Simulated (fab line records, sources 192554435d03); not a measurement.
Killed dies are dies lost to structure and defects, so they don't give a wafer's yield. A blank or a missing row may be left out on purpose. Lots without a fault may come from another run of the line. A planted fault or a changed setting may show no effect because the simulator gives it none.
A struck lot beside a sound one | flow n5_finfet | 38 steps out of a route of 1938
Sound: wafers L750.1, L750.4, L750.5. Struck: wafers L762.2, L762.5. (L762.1 of the same lot was not struck and is left out.) The cause comes at the end.
At each step with rows: each side's tool, then ch and its chambers, then its first start. Under that, the readings that differ: sound wafers | struck wafers | difference of the means | sigmas: that difference in standard deviations of wafers without a fault.
alike: readings whose means differ by less than 2 such deviations, and words and numbers that are the same on both sides. not compared: withheld readings, readings that some wafer has no value for, bounds like >300 that may hide the same value, and numbers for which the record gives no deviation and whose values overlap.
The two part at a step that has a row with sigmas, a row that says differs or no value, or rows on one side only. Numbers that don't overlap but have no deviation are shown without sigmas and don't part them. A reading that every wafer of one side lacks parts them only if that side has two wafers or more.

first, 9 steps without rows for these wafers: N5_BEOL_M4_ANNEAL_95 (time 240 s); N5_BEOL_M4_SPUTTER_96 (material Cu, target thk 4.5 nm, time 8.29 s); N5_BEOL_M4_ECD_50 (material Cu, target thk 300 nm); N5_BEOL_M4_ANNEAL_51 (time 90 s); N5_BEOL_M4_CMP_52 (polishes, stops on SiOC, t overpolish 6.8 s, target thk 40 nm); N5_BEOL_M4_PRE_CLEAN_60 (time 15 s); N5_BEOL_M4_CO_CAP_55 (material Co, precursor CCTBA/H2, target thk 2 nm, time 102.1 s); N5_BEOL_M4_PRE_CLEAN_56 (time 15 s); N5_BEOL_M4_DEP_57 (deposits SiCN from 3MS/NH3, target thk 8 nm, time 14 s).
N5_BEOL_M4_RC_MEAS_101:
  sound on prober-02 ch 0, day 8 07:57; struck on prober-01 ch 0, day 11 21:57
  alike: DIBL_N, DIBL_P, IOFF_N, IOFF_P, ION_N, ION_P, SS_N, SS_P, VT_N, VT_P
then, 24 steps without rows for these wafers: N5_BEOL_M5_ILD_DEP_00 (deposits SiCOH lowk from DEMS/porogen, target thk 140.64 nm, time 25.9 s); N5_BEOL_M5_CURE_79 (cures SiCOH lowk, time 240 s); N5_BEOL_M5_PECVD_70 (deposits SiO2 from TEOS/O2, target thk 16 nm, time 18 s); N5_BEOL_M5_HM_DEP_02 (deposits TiN, target thk 20 nm); N5_BEOL_M5_COAT_59 (time 60 s, resist thk 60 nm); N5_BEOL_M5_COAT_60 (time 60 s, resist thk 12 nm); N5_BEOL_M5_COAT_71 (time 60 s, resist thk 5 nm); N5_BEOL_M5_COAT_05 (resist thk 30 nm); N5_BEOL_M5_EBR_07; N5_BEOL_M5_SOFTBAKE_06 (time 60 s); N5_BEOL_M5_EXPOSE_08 (exposes mask M5, target cd 28 nm); N5_BEOL_M5_PEB_09 (peb time 60 s); N5_BEOL_M5_DEVELOP_10 (develop time 30 s); N5_BEOL_M5_DESCUM_16 (chemistry O2, time 7 s); N5_BEOL_M5_ETCH_72 (etches underlayer in N2/H2, target depth 6.5 nm, time 5.2 s); N5_BEOL_M5_ETCH_61 (etches SiARC in CF4, target depth 15.6 nm, time 26 s); N5_BEOL_M5_ETCH_62 (etches SOC in N2/H2, target depth 75 nm, overetch 15 nm, time 112.5 s); N5_BEOL_M5_STRIP_63 (strips in N2/H2); N5_BEOL_M5_STRIP_73 (strips in N2/H2); N5_BEOL_M5_STRIP_64 (strips in CF4); N5_BEOL_M5_HM_OPEN_17 (chemistry Cl2/BCl3, target TiN, target depth 20 nm, overetch 6 nm); N5_BEOL_M5_STRIP_19 (strips in O2); N5_BEOL_M5_COAT_65 (time 60 s, resist thk 60 nm); N5_BEOL_M5_COAT_66 (time 60 s, resist thk 12 nm).
N5_BEOL_M7_ILD_DEP_00: deposits SiCOH lowk from DEMS/porogen, target thk 179.75 nm, time 33.4 s.
  sound on pecvd-02 ch 0,1,2, day 9 05:45; struck on pecvd-02 ch 0, day 13 01:25
  reading                                            | sound           | struck      | difference | sigmas
  model.SiCOH_lowk_of_BEOL_M7_ILD_DEP_00.thk_nm (nm) | 176.4 178.6 180 | 278.6 279.2 | +100.6     |
  alike: heater_power_w, showerhead_plenum_p_Torr, susceptor_temp_C, throttle_valve_pct
N5_BEOL_M7_THK_MEAS_01:
  sound on film_metro-01, day 9 06:19; struck on film_metro-01, day 13 03:51
  reading         | sound             | struck      | difference | sigmas
  M7_ILD_THK (nm) | 152.1 154.1 155.2 | 242.1 242.1 | +88.3      | +40
N5_BEOL_M7_CMP_52: polishes, stops on SiCOH lowk, t overpolish 6.9 s, target thk 80 nm.
  sound on cmp-04 ch 1,3, day 9 14:11; struck on cmp-02 ch 0,1, day 13 12:40
  reading                                            | sound         | struck      | difference | sigmas
  model.SiCOH_lowk_of_BEOL_M7_ILD_DEP_00.thk_nm (nm) | 149 151 152.2 | 238.6 239.2 | +88.2      |
  alike: motor_current_A
-- the record jumps here: 3 days lie between the struck wafers' starts before and after (it left off in module BEOL_M7 and takes up again in module PASSIVATION, whose first step shown is number 1936 of the route) --
N5_PASSIVATION_PROBE_49:
  sound on prober-02, day 13 06:48; struck on prober-01, day 16 13:34
  reading                  | sound          | struck    | difference | sigmas
  defect_limited_yield (%) | 90.5 92.0 93.0 | 0 0       | -92        | -57
  killed_at_M4_up          | 21 20 16       | 1112 1119 | +1096      | +99 or more
  killed_at_contacts       | 24 18 12       | 4 5       | -14        | -2
  killed_dies              | 112 94 83      | 1180 1180 | +1084      | +57
  killed_on_rim            | 14 8 10        | 152 152   | +141       | +35
  sort_bin_5_function (%)  | 5.8 4.6 4.1    | 97.1 97.5 | +92.5      | +92
  sort_n_pass              | 1068 1086 1097 | 0 0       | -1084      | -57
  sort_yield_pct (%)       | 90.5 92.0 93.0 | 0 0       | -92        | -57
  alike: killed_at_M0_to_M3, killed_at_front_end, killed_at_other, killed_open, killed_short, sort_bin_4_leakage, sort_bin_6_memory

WHERE THEY PART
First at N5_BEOL_M7_THK_MEAS_01; last, within this record, at N5_PASSIVATION_PROBE_49.

WHY: what the simulator had put in
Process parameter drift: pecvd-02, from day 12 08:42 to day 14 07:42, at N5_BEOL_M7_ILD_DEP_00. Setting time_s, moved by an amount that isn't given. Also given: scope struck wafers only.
